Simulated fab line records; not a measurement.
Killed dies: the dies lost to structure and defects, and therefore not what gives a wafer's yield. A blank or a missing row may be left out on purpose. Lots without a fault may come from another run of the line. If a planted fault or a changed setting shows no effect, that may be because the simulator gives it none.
fab line records	flow n5Finfet
record lots=7	wafers=21
route steps=1938 shown BEOL_M1@783 BEOL_M2@881 BEOL_M3@941 BEOL_M4@1027
startH: hours from the record's first day to the start of the lot's first wafer shown	waitH: how many hours have passed since the lot's step before this one	" identical to the entry in the row above	L1.1+2: several wafers, shown together as one row	- value missing, or start not given	* or withheld: withheld	< > ~ a bound
route shown NAME@n: names a module that has steps shown in the file, with the first one's number in the route	usual: mean/standard deviation taken from wafers without a fault	same: alike in all rows	chamber/n: place in a boat	sites: each site's reading	_std_site: their standard deviation	_edge_site: inner sites' mean taken away from outer sites' mean	radiusMm: how far each site lies from the wafer's centre	mask NAME#n: copy n	behind: the last tool/chamber to shape the wafer	hold: the reason the lot was held/the length of the hold in hours/how it ended	device: whichever transistor did not switch (one of n, p or np)	end of line: tests run on the same wafers once the route is complete	for a step that has no rows: nothing shown but its recipe	killed: dies lost to structure and defects at the first sort, not the wafer's yield	map: a wafer's dies, marking killed ones x, the rest . and places with no die _
set.NAME: setting as actually run; set.NAME@STEP: the setting as run at that earlier step	model.NAME: the simulator's own value behind a step, which no gauge read
one table per step and one row per wafer, for lots whose settings were changed on purpose
## steps
# step N5_BEOL_M1_EXPOSE_25
# recipe maskId=V0	na=0.33	sourceShape=quasar	sigmaInner=0.2	sigmaOuter=0.8	polarization=unpolarized	defocusNm=5	targetCdNm=24	doseMj=63
lot.wafer	tool	chamber	startH	waitH	mask	set.doseMj
L074.3+4+5	euvScanner-02	0	122.67	-	V0#0	63
L075.1	euvScanner-02	0	130.76	-	V0#0	64.22
L075.2+3	"	0	"	"	V0#0	63
L082.2+4+6	euvScanner-02	0	170.68	-	V0#0	63
L089.1+3	euvScanner-01	0	212.53	-	V0#0	61.38
L089.4	"	0	"	"	V0#0	63
L093.3+4	euvScanner-01	0	241.76	-	V0#0	65.29
L093.6	"	0	"	"	V0#0	63
L094.2+3+4	euvScanner-02	0	243.96	-	V0#0	63
L096.2+4	euvScanner-02	0	254.83	-	V0#0	63
L096.5	"	0	"	"	V0#0	61.64
# step N5_BEOL_M1_PEB_26
# recipe pebTempC=100	pebTimeS=60	resist=CAR-EUV
# step N5_BEOL_M1_DEVELOP_27
# recipe developTimeS=30	developer=TMAH	resist=CAR-EUV	rinseLiquid=surfactantRinse	dry=airSpin	devTempC=23
# step N5_BEOL_M1_CD_MEAS_28
# recipe landingEnergyEv=500	detector=seInlens	targetCdYNm=23.3
# usual cdNm=23.91/0.22
lot.wafer	tool	chamber	startH	waitH	set.doseMj@BEOL_M1_EXPOSE_25	cdNm
L074.3	cdSem-03	0	122.80	-	63	24.21
L074.4	"	0	"	"	63	24.07
L074.5	"	0	"	"	63	24.23
L075.1	cdSem-03	0	130.91	-	64.22	24.34
L075.2	"	0	"	"	63	24.19
L075.3	"	0	"	"	63	23.97
L082.2	cdSem-03	0	170.81	-	63	23.81
L082.4	"	0	"	"	63	23.76
L082.6	"	0	"	"	63	23.89
L089.1	cdSem-01	0	212.68	-	61.38	23.10
L089.3	"	0	"	"	61.38	23.43
L089.4	"	0	"	"	63	23.87
L093.3	cdSem-02	0	241.89	-	65.29	24.85
L093.4	"	0	"	"	65.29	24.53
L093.6	"	0	"	"	63	23.92
L094.2	cdSem-01	0	244.10	-	63	24.14
L094.3	"	0	"	"	63	24.05
L094.4	"	0	"	"	63	24.23
L096.2	cdSem-01	0	254.97	-	63	23.57
L096.4	"	0	"	"	63	23.58
L096.5	"	0	"	"	61.64	22.95
# step N5_BEOL_M2_ETCH_69
# recipe chemistry=CF4	target=SiARC	targetDepthA=156	maskMaterial=CAR-EUV	timeS=26	ionEnergyEv=80	pressureMtorr=40	sourceW=545	biasW=36	Ar_flow_sccm=100	cf4FlowSccm=100	ends=cleared
# usual rfVppV=184.0/1.3
lot.wafer	tool	chamber	startH	waitH	set.biasW	rfVppV
L074.3	rieDiel-01	1	147.87	0.0	36	182.7
L074.4	"	2	"	"	36	184.8
L074.5	"	1	"	"	36	183.1
L075.1	rieDiel-01	1	154.69	0.0	38.67	194.4
L075.2	"	0	"	"	38.67	193.0
L075.3	"	2	"	"	36	183.6
L082.2	rieDiel-03	1	193.90	0.0	32.65	172.4
L082.4	"	3	"	"	32.65	171.8
L082.6	"	0	"	"	36	183.2
L089.1	rieDiel-04	2	232.22	0.0	36	185.1
L089.3	"	0	"	"	36	184.1
L089.4	"	1	"	"	36	185.5
L093.3	rieDiel-04	3	254.84	0.0	36	186.7
L093.4	"	1	"	"	36	186.2
L093.6	"	1	"	"	36	185.0
L094.2	rieDiel-04	2	256.56	0.0	36	186.1
L094.3	"	3	"	"	38.19	193.2
L094.4	"	0	"	"	36	182.5
L096.2	rieDiel-04	0	262.98	0.0	36	182.5
L096.4	"	2	"	"	32.51	173.9
L096.5	"	0	"	"	36	184.7
# step N5_BEOL_M2_TRENCH_ETCH_37
# recipe chemistry=C4F6/O2	targetDepthA=555.55	target=SiOC	timeS=29.2	ionEnergyEv=250	pressureMtorr=30	sourceW=355	biasW=185	Ar_flow_sccm=300	C4F6_flow_sccm=10	O2_flow_sccm=10
# usual rfVppV=666/6.7
lot.wafer	tool	chamber	startH	waitH	set.biasW	rfVppV	model.BEOL_M2.featureDepthNm	model.etch.depthNm
L074.3	rieDiel-01	2	-	-	185	665	54.8	54.76
L074.4	"	1	"	"	185	666	55.8	55.75
L074.5	"	2	"	"	185	667	54.6	54.62
L075.1	rieDiel-01	1	-	-	185	666	55.8	55.72
L075.2	"	2	"	"	167.3	617	53	53.09
L075.3	"	3	"	"	185	661	56.8	56.84
L082.2	rieDiel-03	3	-	-	185	655	56.2	56.13
L082.4	"	2	"	"	185	665	55.8	55.82
L082.6	"	2	"	"	185	664	56.2	56.13
L089.1	rieDiel-04	0	-	-	185	656	55.8	55.71
L089.3	"	2	"	"	185	666	55.2	55.11
L089.4	"	1	"	"	185	678	55	55.1
L093.3	rieDiel-01	0	-	-	185	668	54.8	54.84
L093.4	"	3	"	"	185	661	56.4	56.43
L093.6	"	2	"	"	185	667	54	53.93
L094.2	rieDiel-04	2	-	-	185	668	54.4	54.3
L094.3	"	0	"	"	205.9	714	57.8	57.72
L094.4	"	3	"	"	185	679	54.6	54.61
L096.2	rieDiel-04	0	-	-	210	724	58.2	58.1
L096.4	"	2	"	"	185	667	54	54.03
L096.5	"	1	"	"	210	750	57.4	57.34
# step N5_BEOL_M2_ETCH_41
# recipe chemistry=CH3F/O2	target=SiCN	targetDepthA=299	taperDeg=2	timeS=52.5	ionEnergyEv=120	maskMaterial=TiN	pressureMtorr=30	sourceW=395	biasW=75	Ar_flow_sccm=150	CH3F_flow_sccm=30	O2_flow_sccm=20
# step N5_BEOL_M2_STRIP_97
# recipe chemistry=N2/H2	timeS=10	powerW=450	tempC=40	pressureMtorr=20	rfFrequencyHz=6e+07	biasPowerW=7	n2FlowSccm=200	h2FlowSccm=200
# step N5_BEOL_M2_OCD_MEAS_38
# usual trenchDepthNm=55.5/0.87
lot.wafer	tool	chamber	startH	waitH	set.biasW@BEOL_M2_TRENCH_ETCH_37	trenchDepthNm
L074.3	ocd-01	-	155.87	-	185	55.1
L074.4	"	-	"	"	185	56.0
L074.5	"	-	"	"	185	54.9
L075.1	ocd-01	-	158.24	-	185	55.3
L075.2	"	-	"	"	167.3	53.1
L075.3	"	-	"	"	185	56.7
L082.2	ocd-02	-	196.74	-	185	55.9
L082.4	"	-	"	"	185	56.0
L082.6	"	-	"	"	185	55.9
L089.1	ocd-01	-	235.86	-	185	55.5
L089.3	"	-	"	"	185	55.1
L089.4	"	-	"	"	185	55.8
L093.3	ocd-01	-	257.21	-	185	55.2
L093.4	"	-	"	"	185	56.2
L093.6	"	-	"	"	185	53.5
L094.2	ocd-02	-	262.13	-	185	54.4
L094.3	"	-	"	"	205.9	57.4
L094.4	"	-	"	"	185	54.5
L096.2	ocd-01	-	278.62	-	210	58.2
L096.4	"	-	"	"	185	54.4
L096.5	"	-	"	"	210	57.5
# step N5_BEOL_M3_EXPOSE_08
# recipe maskId=M3	na=0.33	sourceShape=dipole	sigmaInner=0.369	sigmaOuter=0.767	polarization=unpolarized	doseMj=33
lot.wafer	tool	chamber	startH	waitH	mask	set.doseMj
L074.3+4+5	euvScanner-02	0	160.97	-	M3#0	33
L075.1+2+3	euvScanner-01	0	164.40	-	M3#0	33
L082.2+4+6	euvScanner-01	0	207.20	-	M3#0	34.4
L089.1+4	euvScanner-01	0	240.50	-	M3#0	33
L089.3	"	0	"	"	M3#0	34.64
L093.3+4+6	euvScanner-02	0	265.79	-	M3#0	33
L094.2	euvScanner-01	0	268.17	-	M3#0	34.71
L094.3+4	"	0	"	"	M3#0	33
L096.2+4	euvScanner-02	0	283.80	-	M3#0	33
L096.5	"	0	"	"	M3#0	34.73
# step N5_BEOL_M3_PEB_09
# recipe pebTempC=100	pebTimeS=60	resist=CAR-EUV
# step N5_BEOL_M3_DEVELOP_10
# recipe developTimeS=30	developer=TMAH	resist=CAR-EUV	rinseLiquid=surfactantRinse	dry=airSpin	devTempC=23
# step N5_BEOL_M3_CD_MEAS_11
# recipe targetCdNm=17.05	landingEnergyEv=500	detector=seInlens	polarity=opening
# usual cdNm=17.05/0.24
lot.wafer	tool	chamber	startH	waitH	set.doseMj@BEOL_M3_EXPOSE_08	cdNm
L074.3	cdSem-03	0	161.09	-	33	17.13
L074.4	"	0	"	"	33	17.33
L074.5	"	0	"	"	33	17.30
L075.1	cdSem-02	0	164.53	-	33	16.96
L075.2	"	0	"	"	33	17.11
L075.3	"	0	"	"	33	16.92
L082.2	cdSem-03	0	207.32	-	34.4	17.74
L082.4	"	0	"	"	34.4	17.96
L082.6	"	0	"	"	34.4	17.96
L089.1	cdSem-03	0	240.62	-	33	16.77
L089.3	"	0	"	"	34.64	17.87
L089.4	"	0	"	"	33	16.76
L093.3	cdSem-01	0	265.90	-	33	16.88
L093.4	"	0	"	"	33	17.16
L093.6	"	0	"	"	33	16.79
L094.2	cdSem-03	0	268.29	-	34.71	18.30
L094.3	"	0	"	"	33	17.49
L094.4	"	0	"	"	33	16.97
L096.2	cdSem-03	0	283.92	-	33	17.11
L096.4	"	0	"	"	33	17.08
L096.5	"	0	"	"	34.73	18.08
# step N5_BEOL_M3_DESCUM_16
# recipe chemistry=O2	timeS=7	sourcePowerW=50	biasPowerW=20	pressureMtorr=20	rfFrequencyHz=2.712e+07	tempC=40	resist=CAR-EUV	o2FlowSccm=225
# step N5_BEOL_M3_ETCH_74
# recipe chemistry=N2/H2	target=underlayer	targetDepthA=65	maskMaterial=CAR-EUV	timeS=5.2	ionEnergyEv=200	pressureMtorr=30	sourceW=840	biasW=150	n2FlowSccm=200	h2FlowSccm=200	ends=cleared
lot.wafer	tool	chamber	startH	waitH	set.doseMj@BEOL_M3_EXPOSE_08	model.BEOL_M3.cdOffsetNm
L074.3	rieDiel-06	2	161.42	0.0	33	-0.2
L074.4	"	1	"	"	33	0
L074.5	"	2	"	"	33	0.2
L075.1+2+3	rieDiel-05	2,3,0	164.69	0.0	33	0
L082.2+6	rieDiel-02	3	207.47	0.0	34.4	0.8
L082.4	"	2	"	"	34.4	0.6
L089.1+4	rieDiel-05	1,3	240.78	0.0	33	-0.2
L089.3	"	2	"	"	34.64	1
L093.3	rieDiel-06	1	266.06	0.0	33	0
L093.4+6	"	2,1	"	"	33	-0.2
L094.2	rieDiel-02	1	268.45	0.0	34.71	1.2
L094.3	"	3	"	"	33	0.2
L094.4	"	2	"	"	33	0
L096.2	rieDiel-05	3	284.17	0.0	33	0.2
L096.4	"	1	"	"	33	0
L096.5	"	1	"	"	34.73	1.2
# step N5_BEOL_M3_ETCH_63
# recipe chemistry=CF4	target=SiARC	targetDepthA=156	maskMaterial=CAR-EUV	timeS=26	ionEnergyEv=80	pressureMtorr=40	sourceW=545	biasW=36	Ar_flow_sccm=100	cf4FlowSccm=100	ends=cleared
lot.wafer	tool	chamber	startH	waitH	set.doseMj@BEOL_M3_EXPOSE_08	model.BEOL_M3.cdOffsetNm
L074.3+4	rieDiel-06	2,1	161.43	0.0	33	0
L074.5	"	2	"	"	33	0.2
L075.1+3	rieDiel-05	2,0	164.70	0.0	33	0
L075.2	"	3	"	"	33	0.2
L082.2+4	rieDiel-02	3,2	207.49	0.0	34.4	0.8
L082.6	"	3	"	"	34.4	0.6
L089.1+4	rieDiel-05	1,3	240.80	0.0	33	-0.2
L089.3	"	2	"	"	34.64	0.8
L093.3+4+6	rieDiel-06	1,2,1	266.07	0.0	33	-0.2
L094.2	rieDiel-02	1	268.47	0.0	34.71	1.2
L094.3+4	"	3,2	"	"	33	0.2
L096.2	rieDiel-05	3	284.19	0.0	33	0.2
L096.4	"	1	"	"	33	0
L096.5	"	1	"	"	34.73	1.2
# step N5_BEOL_M3_ETCH_64
# recipe chemistry=N2/H2	target=SOC	targetDepthA=750	overetchA=150	maskMaterial=SiARC	tempC=40	timeS=112.5	ionEnergyEv=200	pressureMtorr=30	sourceW=840	biasW=150	n2FlowSccm=200	h2FlowSccm=200
lot.wafer	tool	chamber	startH	waitH	set.timeS	set.doseMj@BEOL_M3_EXPOSE_08	model.BEOL_M3.cdOffsetNm	model.SiARC_of_BEOL_M3_COAT_62.thkNm
L074.3	rieDiel-06	2	161.46	0.0	112.5	33	0	6.8
L074.4	"	1	"	"	112.5	33	0.2	6.6
L074.5	"	2	"	"	112.5	33	0.2	7
L075.1+3	rieDiel-05	2,0	164.73	0.0	112.5	33	0.2	6.8
L075.2	"	3	"	"	133.3	33	0.8	5.6
L082.2	rieDiel-02	3	207.52	0.0	112.5	34.4	0.8	6.8
L082.4	"	2	"	"	112.5	34.4	0.6	6.8
L082.6	"	3	"	"	112.5	34.4	0.4	6.8
L089.1	rieDiel-05	1	240.83	0.0	112.5	33	-0.2	6.8
L089.3	"	2	"	"	112.5	34.64	0.8	6.8
L089.4	"	3	"	"	93.02	33	-0.4	7.6
L093.3	rieDiel-06	1	266.10	0.0	112.5	33	-0.2	6.6
L093.4	"	2	"	"	122.9	33	0	6.4
L093.6	"	1	"	"	112.5	33	-0.4	6.6
L094.2	rieDiel-02	1	268.50	0.0	129.4	34.71	1.4	6
L094.3+4	"	3,2	"	"	112.5	33	0	6.8
L096.2	rieDiel-05	3	284.21	0.0	112.5	33	0.2	6.8
L096.4	"	1	"	"	112.5	33	0	6.8
L096.5	"	1	"	"	124.3	34.73	1.4	6.2
# step N5_BEOL_M3_STRIP_65
# recipe chemistry=N2/H2	tempC=40	n2FlowSccm=200	h2FlowSccm=200	rfFrequencyHz=6e+07
# step N5_BEOL_M3_STRIP_75
# recipe chemistry=N2/H2	tempC=40	n2FlowSccm=200	h2FlowSccm=200	rfFrequencyHz=6e+07
# step N5_BEOL_M3_STRIP_66
# recipe chemistry=CF4	resist=SiARC	powerW=300	biasPowerW=75	pressureMtorr=50	cf4FlowSccm=150	rfFrequencyHz=6e+07
# step N5_BEOL_M3_HM_OPEN_17
# recipe chemistry=Cl2/BCl3	targetDepthA=200	overetchA=60	target=TiN	maskMaterial=SOC	ionEnergyEv=150	pressureMtorr=10	icpW=1000	biasW=126	Cl2_flow_sccm=53.25	bcl3FlowSccm=21.75	Ar_flow_sccm=25
lot.wafer	tool	chamber	startH	waitH	set.timeS@BEOL_M3_ETCH_64	model.etch.depthNm
L074.3	rieMetal-01	1	161.66	0.1	112.5	20.25
L074.4	"	0	"	"	112.5	20.17
L074.5	"	1	"	"	112.5	20.46
L075.1	rieMetal-01	1	164.91	0.0	112.5	20
L075.2	"	0	"	"	133.3	17.89
L075.3	"	0	"	"	112.5	20.09
L082.2	rieMetal-02	0	207.69	0.0	112.5	20.41
L082.4	"	1	"	"	112.5	20.33
L082.6	"	1	"	"	112.5	20.25
L089.1	rieMetal-01	0	241.23	0.3	112.5	19.99
L089.3	"	1	"	"	112.5	20.26
L089.4	"	0	"	"	93.02	20.1
L093.3	rieMetal-01	0	266.30	0.1	112.5	20.07
L093.4	"	1	"	"	122.9	19.14
L093.6	"	1	"	"	112.5	19.86
L094.2	rieMetal-02	0	268.66	0.0	129.4	18.17
L094.3	"	1	"	"	112.5	19.83
L094.4	"	0	"	"	112.5	19.69
L096.2	rieMetal-02	1	284.38	0.0	112.5	19.73
L096.4	"	1	"	"	112.5	20.06
L096.5	"	1	"	"	124.3	18.57
# step N5_BEOL_M3_STRIP_19
# recipe chemistry=O2	powerW=400	tempC=40	pressureMtorr=30	rfFrequencyHz=6e+07	biasPowerW=0	overashFraction=0.2	o2FlowSccm=225
# step N5_BEOL_M3_CD_MEAS_18
# recipe pitchNm=36	targetCdNm=18
# usual cdNm=17.97/0.27
lot.wafer	tool	chamber	startH	waitH	set.doseMj@BEOL_M3_EXPOSE_08	cdNm
L074.3	cdSem-01	-	161.87	0.1	33	17.67
L074.4	"	-	"	"	33	18.05
L074.5	"	-	"	"	33	18.26
L075.1	cdSem-01	-	165.09	0.0	33	18.00
L075.2	"	-	"	"	33	18.94
L075.3	"	-	"	"	33	18.31
L082.2	cdSem-03	-	208.02	0.1	34.4	18.90
L082.4	"	-	"	"	34.4	18.59
L082.6	"	-	"	"	34.4	18.79
L089.1	cdSem-01	-	241.53	0.0	33	17.34
L089.3	"	-	"	"	34.64	18.75
L089.4	"	-	"	"	33	17.55
L093.3	cdSem-01	-	266.45	0.1	33	17.57
L093.4	"	-	"	"	33	18.08
L093.6	"	-	"	"	33	17.76
L094.2	cdSem-01	-	268.90	0.1	34.71	19.30
L094.3	"	-	"	"	33	18.61
L094.4	"	-	"	"	33	17.96
L096.2	cdSem-02	-	284.56	0.1	33	17.97
L096.4	"	-	"	"	33	18.26
L096.5	"	-	"	"	34.73	19.73
# step N5_BEOL_M3_SPUTTER_86
# recipe material=Cu	targetThkA=45	tempC=-20	chamberPressurePa=0.07	powerW=withheld	timeS=8.29
lot.wafer	tool	chamber	startH	waitH	set.timeS	model.Cu_of_BEOL_M3_SPUTTER_86.thkNm
L074.3	pvdSputter-01	-	166.40	0.1	8.29	4.6
L074.4+5	"	-	"	"	8.29	4.4
L075.1	pvdSputter-03	-	179.22	0.1	8.29	4.4
L075.2+3	"	-	"	"	7.928	-
L082.2+4+6	pvdSputter-03	-	222.48	0.1	8.29	4.4
L089.1+3+4	pvdSputter-02	-	249.08	0.1	8.29	4.4
L094.2	pvdSputter-03	-	282.25	0.1	7.161	-
L094.3	"	-	"	"	7.161	3.8
L094.4	"	-	"	"	8.29	4.4
L093.3	pvdSputter-03	-	285.39	0.1	7.104	3.8
L093.4	"	-	"	"	7.104	-
L093.6	"	-	"	"	8.29	4.6
L096.2+4+5	pvdSputter-02	-	299.16	0.1	8.29	4.6
# step N5_BEOL_M4_COAT_73
# recipe resist=underlayer	tempC=205	timeS=60	spinRpm=1500	resistThkNm=5
lot.wafer	tool	chamber	startH	waitH	set.spinRpm
L074.3+4+5	lithoTrack-05	0	-	-	1500
L075.1+3	lithoTrack-04	0	-	-	1374
L075.2	"	0	"	"	1500
L082.2+4+6	lithoTrack-05	0	-	-	1500
L089.1+3	lithoTrack-04	0	-	-	1500
L089.4	"	0	"	"	1442
L094.2+3	lithoTrack-02	0	-	-	1500
L094.4	"	0	"	"	1445
L093.3+4	lithoTrack-04	0	-	-	1500
L093.6	"	0	"	"	1396
L096.2	lithoTrack-02	0	-	-	1438
L096.4+5	"	0	"	"	1500
# step N5_BEOL_M4_DESCUM_16
# recipe chemistry=O2	timeS=7	sourcePowerW=50	biasPowerW=20	pressureMtorr=20	rfFrequencyHz=2.712e+07	tempC=40	resist=CAR-EUV	o2FlowSccm=225
lot.wafer	tool	chamber	startH	waitH	set.timeS	model.CAR-EUV_of_BEOL_M4_COAT_05.thkNm
L074.3+4+5	rieDiel-03	3,2,3	169.84	0.3	7	26
L075.1	rieDiel-04	2	183.16	0.0	7	26.2
L075.2	"	0	"	"	7	26
L075.3	"	3	"	"	8.483	25.4
L082.2	rieDiel-04	0	226.27	0.1	8.183	25.4
L082.4	"	2	"	"	7	26
L082.6	"	3	"	"	8.183	25.6
L089.1	rieDiel-01	3	254.95	1.2	5.988	26.4
L089.3	"	2	"	"	7	26.2
L089.4	"	0	"	"	5.988	26.6
L094.2	rieDiel-01	0	287.65	0.5	5.887	26.4
L094.3+4	"	1,2	"	"	5.887	26.6
L093.3+4+6	rieDiel-03	2,0,2	290.05	0.1	7	26
L096.2+5	rieDiel-01	0,3	303.65	0.5	7	26
L096.4	"	1	"	"	6.008	26.6
# step N5_BEOL_M4_ETCH_74
# recipe chemistry=N2/H2	target=underlayer	targetDepthA=65	maskMaterial=CAR-EUV	timeS=5.2	ionEnergyEv=200	pressureMtorr=30	sourceW=840	biasW=150	n2FlowSccm=200	h2FlowSccm=200	ends=cleared
lot.wafer	tool	chamber	startH	waitH	set.spinRpm@BEOL_M4_COAT_73	model.etch.depthNm
L074.3	rieDiel-03	3	169.87	0.0	1500	5.006
L074.4	"	2	"	"	1500	5.005
L074.5	"	3	"	"	1500	4.993
L075.1	rieDiel-04	2	183.19	0.0	1374	5.222
L075.2	"	0	"	"	1500	4.995
L075.3	"	3	"	"	1374	5.218
L082.2	rieDiel-04	0	226.31	0.0	1500	4.979
L082.4	"	2	"	"	1500	4.996
L082.6	"	3	"	"	1500	5.003
L089.1	rieDiel-01	3	254.98	0.0	1500	4.999
L089.3	"	2	"	"	1500	5.006
L089.4	"	0	"	"	1442	5.102
L094.2	rieDiel-01	0	287.68	0.0	1500	4.991
L094.3	"	1	"	"	1500	5
L094.4	"	2	"	"	1445	5.1
L093.3	rieDiel-03	2	290.09	0.0	1500	4.983
L093.4	"	0	"	"	1500	4.98
L093.6	"	2	"	"	1396	5.173
L096.2	rieDiel-01	0	303.69	0.0	1438	5.079
L096.4	"	1	"	"	1500	4.989
L096.5	"	3	"	"	1500	4.967
## key
split step=N5_BEOL_M1_EXPOSE_25	setting=doseMj	stated=63	by=wafer
response step=N5_BEOL_M1_CD_MEAS_28	reading=cdNm	change=+0.22	per=1%	r=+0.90
split step=N5_BEOL_M2_ETCH_69	setting=biasW	stated=36	by=wafer
response step=N5_BEOL_M2_ETCH_69	reading=rfVppV	change=+1.2	per=1%	r=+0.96
split step=N5_BEOL_M2_TRENCH_ETCH_37	setting=biasW	stated=185	by=wafer
response step=N5_BEOL_M2_TRENCH_ETCH_37	reading=rfVppV	change=+4.61	per=1%	r=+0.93
response step=N5_BEOL_M2_TRENCH_ETCH_37	reading=model.BEOL_M2.featureDepthNm	change=+0.299	per=1%	r=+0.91
response step=N5_BEOL_M2_TRENCH_ETCH_37	reading=model.etch.depthNm	change=+0.292	per=1%	r=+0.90
response step=N5_BEOL_M2_OCD_MEAS_38	reading=trenchDepthNm	change=+0.27	per=1%	r=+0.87
split step=N5_BEOL_M3_EXPOSE_08	setting=doseMj	stated=33	by=wafer
response step=N5_BEOL_M3_CD_MEAS_11	reading=cdNm	change=+0.205	per=1%	r=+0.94
response step=N5_BEOL_M3_ETCH_74	reading=model.BEOL_M3.cdOffsetNm	change=+0.221	per=1%	r=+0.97
response step=N5_BEOL_M3_ETCH_63	reading=model.BEOL_M3.cdOffsetNm	change=+0.201	per=1%	r=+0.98
response step=N5_BEOL_M3_ETCH_64	reading=model.BEOL_M3.cdOffsetNm	change=+0.247	per=1%	r=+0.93
response step=N5_BEOL_M3_CD_MEAS_18	reading=cdNm	change=+0.256	per=1%	r=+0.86
split step=N5_BEOL_M3_ETCH_64	setting=timeS	stated=112.5	by=wafer
response step=N5_BEOL_M3_ETCH_64	reading=model.SiARC_of_BEOL_M3_COAT_62.thkNm	change=-0.0529	per=1%	r=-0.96
response step=N5_BEOL_M3_HM_OPEN_17	reading=model.etch.depthNm	shape=bent	atLowest=20.1	atStated=20.09	atHighest=17.89
split step=N5_BEOL_M3_SPUTTER_86	setting=timeS	stated=8.29	by=wafer
response step=N5_BEOL_M3_SPUTTER_86	reading=model.Cu_of_BEOL_M3_SPUTTER_86.thkNm	change=+0.0503	per=1%	r=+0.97
split step=N5_BEOL_M4_COAT_73	setting=spinRpm	stated=1500	by=wafer
response step=N5_BEOL_M4_ETCH_74	reading=model.etch.depthNm	change=-0.0268	per=1%	r=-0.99
split step=N5_BEOL_M4_DESCUM_16	setting=timeS	stated=7	by=wafer
response step=N5_BEOL_M4_DESCUM_16	reading=model.CAR-EUV_of_BEOL_M4_COAT_05.thkNm	change=-0.0316	per=1%	r=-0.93
